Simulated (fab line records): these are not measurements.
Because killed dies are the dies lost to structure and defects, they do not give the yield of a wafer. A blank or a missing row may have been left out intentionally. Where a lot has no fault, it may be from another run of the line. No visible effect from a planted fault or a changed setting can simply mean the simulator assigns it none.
Chamber matching / flow n5_finfet / N5_SDB_CMP_30 on cmp-02 has 4 sister chambers
The step polishes, stops on poly-Si, t overpolish 1.54 s, target thk 30 nm. 4 wafers are shown with their chamber, then 9 later ones without.

== WAFERS PAIRED WITH THEIR CHAMBERS ==
wafer=L080.3; chamber=2; motor_current_A (A)=9.2
wafer=L081.4; chamber=3; motor_current_A (A)=13.4
wafer=L081.5; chamber=1; motor_current_A (A)=10.7
wafer=L081.6; chamber=0; motor_current_A (A)=11.9

== WAFERS WHOSE CHAMBER IS MISSING ==
wafer=L087.2; motor_current_A (A)=11.7
wafer=L087.3; motor_current_A (A)=13.6
wafer=L087.4; motor_current_A (A)=9.1
wafer=L091.2; motor_current_A (A)=13.1
wafer=L091.4; motor_current_A (A)=11.4
wafer=L091.5; motor_current_A (A)=12.0
wafer=L097.2; motor_current_A (A)=11.0
wafer=L097.4; motor_current_A (A)=12.4
wafer=L097.6; motor_current_A (A)=12.0

== WHICH CHAMBER EACH ONE RAN IN ==
wafer=L087.2; from the rows above=0; in truth=0
wafer=L087.3; from the rows above=3; in truth=3
wafer=L087.4; from the rows above=2; in truth=2
wafer=L091.2; from the rows above=3; in truth=3
wafer=L091.4; from the rows above=can't be placed: 0 or 1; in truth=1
wafer=L091.5; from the rows above=0; in truth=0
wafer=L097.2; from the rows above=1; in truth=1
wafer=L097.4; from the rows above=can't be placed: 0 or 3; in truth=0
wafer=L097.6; from the rows above=0; in truth=0
Correct placement for 7 of the 9. Cannot be placed on the basis of these rows: 2; the candidates contain the true chamber in 2. 0 placed wrongly.
How it was worked out, from the rows above alone: a wafer's distance from a chamber is the root of the sum, over the readings, of the square of ((its reading less the chamber's mean) divided by the reading's scatter). If the next closest chamber is less than 2 further off than the closest, the wafer can't be placed; otherwise it belongs to the closest. Each chamber's mean is taken over the wafers shown for it. The scatter: with one shown wafer a chamber, the root of the mean of the squares of how far each hidden wafer lies from its nearest shown one.
